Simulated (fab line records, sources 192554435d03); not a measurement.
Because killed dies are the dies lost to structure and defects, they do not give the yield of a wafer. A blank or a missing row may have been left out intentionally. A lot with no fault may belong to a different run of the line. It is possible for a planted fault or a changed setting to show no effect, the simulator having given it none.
Which tool was responsible?	flow n5-finfet	Sampling: 10 lots, 28 wafers, 4 of 1938 route steps

== WHAT EACH GAUGE READ, for each wafer ==
N5_BEOL_M14_THK_MEAS_01.
lot	measured	on	M14_ILD_THK (nm)
L444	day 11 08:31	film-metro-01	1130 1094 1144
L443	day 11 14:53	film-metro-01	1103 1115 1138
L450	day 12 15:19	film-metro-02	2070 2086 1128
L451	day 12 19:26	film-metro-02	2072 2057 1121
L457	day 14 08:52	film-metro-02	1122 1106 1121
L458	day 14 17:58	film-metro-01	1105 1095 1148
L462	day 15 11:17	film-metro-01	1099 1114
L461	day 15 20:25	film-metro-01	1120 1100 1123
L465	day 16 07:55	film-metro-01	1090 1115
L466	day 16 16:49	film-metro-01	1120 1123 1143

== EACH LOT AND THE TOOL THAT RAN IT (in order: tool; ch and the chambers of the sampled wafers; start) ==
lot	N5_BEOL_M13_STRIP_37	N5_BEOL_M13_CMP_49	N5_BEOL_M14_ILD_DEP_00
L444	plasma-asher-02 ch 0,1, day 11 05:56	cmp-03 ch 1,2, day 11 07:50	pecvd-03 ch 0,1, day 11 08:19
L443	plasma-asher-02 ch 0,1, day 11 10:49	cmp-04 ch 1,2, day 11 14:13	pecvd-02 ch 0,1,2, day 11 14:42
L450	plasma-asher-02 ch 0,1, day 12 12:23	cmp-03 ch 1,2,3, day 12 14:39	pecvd-04 ch 0,1,2, day 12 15:08
L451	plasma-asher-01 ch 0,1, day 12 17:12	cmp-02 ch 0,2,3, day 12 18:48	pecvd-04 ch 0,1, day 12 19:14
L457	plasma-asher-01 ch 0,1, day 14 05:08	cmp-02 ch 0,1,3, day 14 08:14	pecvd-03 ch 0,1, day 14 08:41
L458	plasma-asher-01 ch 0,1, day 14 14:19	cmp-02 ch 0,3, day 14 17:18	pecvd-03 ch 0,1,2, day 14 17:47
L462	plasma-asher-01 ch 0,1, day 15 08:35	cmp-04 ch 0,2, day 15 10:36	pecvd-02 ch 0,2, day 15 11:05
L461	plasma-asher-02 ch 0,1, day 15 15:10	cmp-04 ch 1,2, day 15 19:43	pecvd-02 ch 0,1,2, day 15 20:13
L465	plasma-asher-02 ch 1, day 16 05:03	cmp-03 ch 2, day 16 07:10	pecvd-02 ch 2, day 16 07:38
L466	plasma-asher-02 ch 1, day 16 14:46	cmp-04 ch 1,2, day 16 16:08	pecvd-04 ch 1,2, day 16 16:38
- N5_BEOL_M13_STRIP_37: strips in N2/H2.
- N5_BEOL_M13_CMP_49: polishes, stops on SiOC, t overpolish 17.1 s, target thk 420 nm.
- N5_BEOL_M14_ILD_DEP_00: deposits SiO2 from TEOS/O2, target thk 1119.3 nm, time 237.4 s.

== THE ANSWER, worked out from the rows above alone ==
Rule: usual is defined by the lots themselves. Put in order of their means at a reading, lots are off if they are a third of the lots or fewer, leave a main group of 4 or more, and stand apart from it by a gap of 3 or more times the standard deviation of the main group's means; of several such gaps the widest counts. If all means in a main group match to the digits the tables above print for the reading, that group is not used. A lot without any number at a reading at which 4 lots or more have one is off too. The other lots that the step has rows for count as sound.
Off: L450, L451, seen at N5_BEOL_M14_THK_MEAS_01 (M14_ILD_THK). Mean 1116 nm and standard deviation 7.8 in the main group.
A tool fits if, at a process step before that reading, it ran every lot that is off, and no sound lot after the first of them. The gauges at N5_BEOL_M14_THK_MEAS_01 are tried like those tools. Not one of the candidates tried fits.

== WHAT HAD BEEN PUT IN BY THE SIMULATOR ==
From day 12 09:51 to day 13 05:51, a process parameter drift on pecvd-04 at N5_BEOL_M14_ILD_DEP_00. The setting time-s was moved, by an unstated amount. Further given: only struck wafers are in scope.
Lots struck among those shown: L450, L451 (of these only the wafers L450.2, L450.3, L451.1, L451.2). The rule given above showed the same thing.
